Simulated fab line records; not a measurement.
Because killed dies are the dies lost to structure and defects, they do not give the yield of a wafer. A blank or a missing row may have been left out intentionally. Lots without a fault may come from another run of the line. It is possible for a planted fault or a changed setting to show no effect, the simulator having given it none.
Matching of chambers || flow n5 finfet || rie diel-01 running N5_SD_EPI_N_ETCH_34: 4 sister chambers
The step etches SiARC in CF4, target depth 45.5 nm, time 75.8 s. 18 wafers are shown with their chamber, then 9 later ones without.

## WAFERS, EACH WITH ITS CHAMBER
{"wafer": "L076.3", "chamber": 3, "drypump motor current A (A)": 5.3, "oes product au (a.u.)": 0.59, "throttle valve pct (%)": 16.13}
{"wafer": "L076.4", "chamber": 1, "drypump motor current A (A)": 6.1, "oes product au (a.u.)": 0.61, "throttle valve pct (%)": 15.71}
{"wafer": "L076.6", "chamber": 1, "drypump motor current A (A)": 6.0, "oes product au (a.u.)": 0.61, "throttle valve pct (%)": 15.71}
{"wafer": "L078.1", "chamber": 2, "drypump motor current A (A)": 5.9, "oes product au (a.u.)": 0.62, "throttle valve pct (%)": 15.71}
{"wafer": "L078.2", "chamber": 0, "drypump motor current A (A)": 6.0, "oes product au (a.u.)": 0.79, "throttle valve pct (%)": 15.36}
{"wafer": "L078.5", "chamber": 0, "drypump motor current A (A)": 6.0, "oes product au (a.u.)": 0.79, "throttle valve pct (%)": 15.38}
{"wafer": "L079.1", "chamber": 2, "drypump motor current A (A)": 5.9, "oes product au (a.u.)": 0.61, "throttle valve pct (%)": 15.69}
{"wafer": "L079.3", "chamber": 1, "drypump motor current A (A)": 6.1, "oes product au (a.u.)": 0.59, "throttle valve pct (%)": 15.74}
{"wafer": "L079.5", "chamber": 1, "drypump motor current A (A)": 6.0, "oes product au (a.u.)": 0.59, "throttle valve pct (%)": 15.73}
{"wafer": "L083.1", "chamber": 1, "drypump motor current A (A)": 6.1, "oes product au (a.u.)": 0.61, "throttle valve pct (%)": 15.73}
{"wafer": "L083.4", "chamber": 0, "drypump motor current A (A)": 6.1, "oes product au (a.u.)": 0.79, "throttle valve pct (%)": 15.39}
{"wafer": "L083.5", "chamber": 1, "drypump motor current A (A)": 6.1, "oes product au (a.u.)": 0.60, "throttle valve pct (%)": 15.74}
{"wafer": "L086.2", "chamber": 0, "drypump motor current A (A)": 6.0, "oes product au (a.u.)": 0.77, "throttle valve pct (%)": 15.41}
{"wafer": "L086.3", "chamber": 1, "drypump motor current A (A)": 6.0, "oes product au (a.u.)": 0.60, "throttle valve pct (%)": 15.75}
{"wafer": "L086.6", "chamber": 1, "drypump motor current A (A)": 6.1, "oes product au (a.u.)": 0.60, "throttle valve pct (%)": 15.74}
{"wafer": "L087.1", "chamber": 2, "drypump motor current A (A)": 5.9, "oes product au (a.u.)": 0.62, "throttle valve pct (%)": 15.71}
{"wafer": "L087.2", "chamber": 3, "drypump motor current A (A)": 5.3, "oes product au (a.u.)": 0.80, "throttle valve pct (%)": 15.65}
{"wafer": "L087.5", "chamber": 3, "drypump motor current A (A)": 5.3, "oes product au (a.u.)": 0.80, "throttle valve pct (%)": 15.64}

SIGNATURES, as means of the wafers listed above
{"reading": "drypump motor current A", "chamber 0": 6.025, "chamber 1": 6.062, "chamber 2": 5.900, "chamber 3": 5.300, "scatter within a chamber": 0.0433}
{"reading": "oes product au", "chamber 0": 0.7850, "chamber 1": 0.6012, "chamber 2": 0.6167, "chamber 3": 0.7300, "scatter within a chamber": 0.0465}
{"reading": "throttle valve pct", "chamber 0": 15.3850, "chamber 1": 15.7313, "chamber 2": 15.7033, "chamber 3": 15.8067, "scatter within a chamber": 0.107}
Rule: for a wafer and a chamber, the distance is found by dividing, reading by reading, the gap between the wafer's reading and the chamber's mean by the reading's scatter, squaring, summing and taking the root. The wafer belongs to the nearest chamber; if the next one is less than 2 further off, it can't be placed. The scatter: take each reading less its chamber's mean, square it, sum over the shown wafers, divide by the number of wafers less the number of chambers, and take the root.

## WAFERS WHOSE CHAMBER IS MISSING
{"wafer": "L089.1", "drypump motor current A (A)": 5.9, "oes product au (a.u.)": 0.60, "throttle valve pct (%)": 15.71}
{"wafer": "L089.2", "drypump motor current A (A)": 6.1, "oes product au (a.u.)": 0.75, "throttle valve pct (%)": 15.41}
{"wafer": "L089.6", "drypump motor current A (A)": 6.0, "oes product au (a.u.)": 0.75, "throttle valve pct (%)": 15.40}
{"wafer": "L095.3", "drypump motor current A (A)": 5.9, "oes product au (a.u.)": 0.60, "throttle valve pct (%)": 15.76}
{"wafer": "L095.5", "drypump motor current A (A)": 5.9, "oes product au (a.u.)": 0.60, "throttle valve pct (%)": 15.76}
{"wafer": "L095.6", "drypump motor current A (A)": 6.0, "oes product au (a.u.)": 0.74, "throttle valve pct (%)": 15.45}
{"wafer": "L097.2", "drypump motor current A (A)": 5.3, "oes product au (a.u.)": 0.76, "throttle valve pct (%)": 15.71}
{"wafer": "L097.4", "drypump motor current A (A)": 5.3, "oes product au (a.u.)": 0.76, "throttle valve pct (%)": 15.70}
{"wafer": "L097.5", "drypump motor current A (A)": 5.9, "oes product au (a.u.)": 0.60, "throttle valve pct (%)": 15.77}

## CHAMBER TAKEN BY EACH
{"wafer": "L089.1", "from the rows above": 2, "in truth": 2}
{"wafer": "L089.2", "from the rows above": 0, "in truth": 0}
{"wafer": "L089.6", "from the rows above": 0, "in truth": 0}
{"wafer": "L095.3", "from the rows above": 2, "in truth": 2}
{"wafer": "L095.5", "from the rows above": 2, "in truth": 2}
{"wafer": "L095.6", "from the rows above": 0, "in truth": 0}
{"wafer": "L097.2", "from the rows above": 3, "in truth": 3}
{"wafer": "L097.4", "from the rows above": 3, "in truth": 3}
{"wafer": "L097.5", "from the rows above": 2, "in truth": 2}
9 of 9 placed correctly. From these rows, 0 cannot be placed. Number placed wrongly: 0.
